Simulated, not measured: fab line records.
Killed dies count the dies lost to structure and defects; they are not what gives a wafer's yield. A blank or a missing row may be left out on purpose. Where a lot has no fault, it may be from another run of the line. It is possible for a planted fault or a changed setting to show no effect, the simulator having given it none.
Struck lot and sound lot, side by side	flow n5Finfet	16 steps out of a route of 1938
Sound: wafers L177.3, L177.5, L177.6. Struck: wafers L189.2, L189.3 (left out: L189.6, a lot-mate that was not struck); the cause follows at the end.
Per side, at each step with rows, come the tool, then ch with its chambers, and then its first start. Under that, the readings that differ: sound wafers	struck wafers	difference of the means	sigmas: that difference in standard deviations of wafers without a fault.
alike: readings with means less than 2 such deviations apart, plus words and numbers identical on both sides. not compared: withheld readings, readings lacking a value on some wafer, bounds such as >300 that could conceal the same value, and numbers that have no deviation in the record and whose values overlap.
Wherever a step has rows on one side only, a row that says differs or no value, or a row with sigmas, the two part there. Numbers that don't overlap but have no deviation are shown without sigmas and don't part them. Lack of a reading on every wafer of one side parts them only where that side has two or more wafers.

first, 7 steps without rows for these wafers: N5_MOL_CONTACT_COAG_COAT_58 (time 60 s, resist thk 10 nm); N5_MOL_CONTACT_COAG_COAT_02 (resist thk 30 nm); N5_MOL_CONTACT_COAG_EBR_04; N5_MOL_CONTACT_COAG_SOFTBAKE_03 (time 60 s); N5_MOL_CONTACT_COAG_EXPOSE_05 (exposes mask CA, defocus 0 nm); N5_MOL_CONTACT_COAG_PEB_06 (peb time 60 s); N5_MOL_CONTACT_COAG_DEVELOP_07 (develop time 30 s).
N5_MOL_CONTACT_COAG_CD_MEAS_08 targets a cd of 28 nm.
  sound on cdSem-02 ch 0, day 5 02:58; struck on cdSem-01 ch 0, day 8 02:24
  alike: cdNm
N5_MOL_CONTACT_COAG_OVL_MEAS_09:
  sound on overlay-01 ch 0, day 5 03:01; struck on overlay-01 ch 0, day 8 02:26
  alike: CA_OVL
N5_MOL_CONTACT_COAG_INSPECT_10: inspects for defects (brightfield).
  sound: defectInspect-01 at day 5 03:04; struck: defectInspect-02 at day 8 02:29
  alike: rawDefectCount
N5_MOL_CONTACT_COAG_DESCUM_13: chemistry O2, time 7 s.
  sound on rieDiel-02 ch 1,2,3, day 5 03:07; struck on rieDiel-05 ch 0,3, day 8 02:32
  alike: drypumpMotorCurrentA, oesProductAu, rfVppV, showerheadPlenumPTorr, throttleValvePct
  not compared: rfHoursCounterH
N5_MOL_CONTACT_COAG_ETCH_59: etches underlayer in N2/H2, target depth 13 nm, time 10.4 s.
  sound on rieDiel-02 ch 1,2,3, day 5 03:08; struck on rieDiel-05 ch 0,3, day 8 02:34
  alike: drypumpMotorCurrentA, etchRfOnTimeS, oesProductAu, rfVppV, showerheadPlenumPTorr, throttleValvePct
  not compared: rfHoursCounterH
N5_MOL_CONTACT_COAG_ETCH_105: etches SiARC in CF4, target depth 15.6 nm, time 26 s.
  sound on rieDiel-02 ch 1,2,3, day 5 03:10; struck on rieDiel-05 ch 0,3, day 8 02:35
reading	sound	struck	difference	sigmas
etchRfOnTimeS (s)	26.9 26.0 26.0	38.1 38.0	+11.7	+23
  alike: drypumpMotorCurrentA, oesProductAu, rfVppV, showerheadPlenumPTorr, throttleValvePct
  not compared: rfHoursCounterH
N5_MOL_CONTACT_COAG_ETCH_106: etches SOC in N2/H2, target depth 80 nm, overetch 16 nm, time 120 s.
  sound on rieDiel-02 ch 1,2,3, day 5 03:11; struck on rieDiel-05 ch 0,3, day 8 02:37
  alike: drypumpMotorCurrentA, oesProductAu, rfVppV, showerheadPlenumPTorr, throttleValvePct
  not compared: rfHoursCounterH
-- a jump in the record: the struck wafers' starts before and after are 4 days apart (it breaks off in module MOL_CONTACT_COAG and resumes in module BEOL_M4, where the first step shown is number 1111 of the route) --
N5_BEOL_M4_RC_MEAS_101:
  sound on prober-02 ch 0, day 7 22:05; struck on prober-02 ch 0, day 11 20:01
  alike: DIBL_N, DIBL_P, IOFF_N, IOFF_P, ION_N, ION_P, SS_N, SS_P, VT_N, VT_P
-- a jump in the record: the struck wafers' starts before and after are 4 days apart (it breaks off in module BEOL_M4 and resumes in module PASSIVATION, where the first step shown is number 1936 of the route) --
N5_PASSIVATION_PROBE_49:
  sound: prober-02 at day 12 06:12; struck: prober-02 at day 15 23:31
  alike: defectLimitedYield, killed_at_M0_to_M3, killed_at_M4_up, killedAtContacts, killedAtFrontEnd, killedAtOther, killedDies, killedOnRim, killedOpen, killedShort, sort_bin_4_leakage, sort_bin_5_function, sort_bin_6_memory, sortNPass, sortYieldPct

WHERE THEY PART
Only at N5_MOL_CONTACT_COAG_ETCH_105, as far as this record shows. Later steps at which nothing parts them and some readings are alike: N5_MOL_CONTACT_COAG_ETCH_106, N5_BEOL_M4_RC_MEAS_101, N5_PASSIVATION_PROBE_49.

WHY: what the simulator had put in
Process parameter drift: rieDiel-05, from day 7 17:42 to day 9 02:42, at N5_MOL_CONTACT_COAG_ETCH_105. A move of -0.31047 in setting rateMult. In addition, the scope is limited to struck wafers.
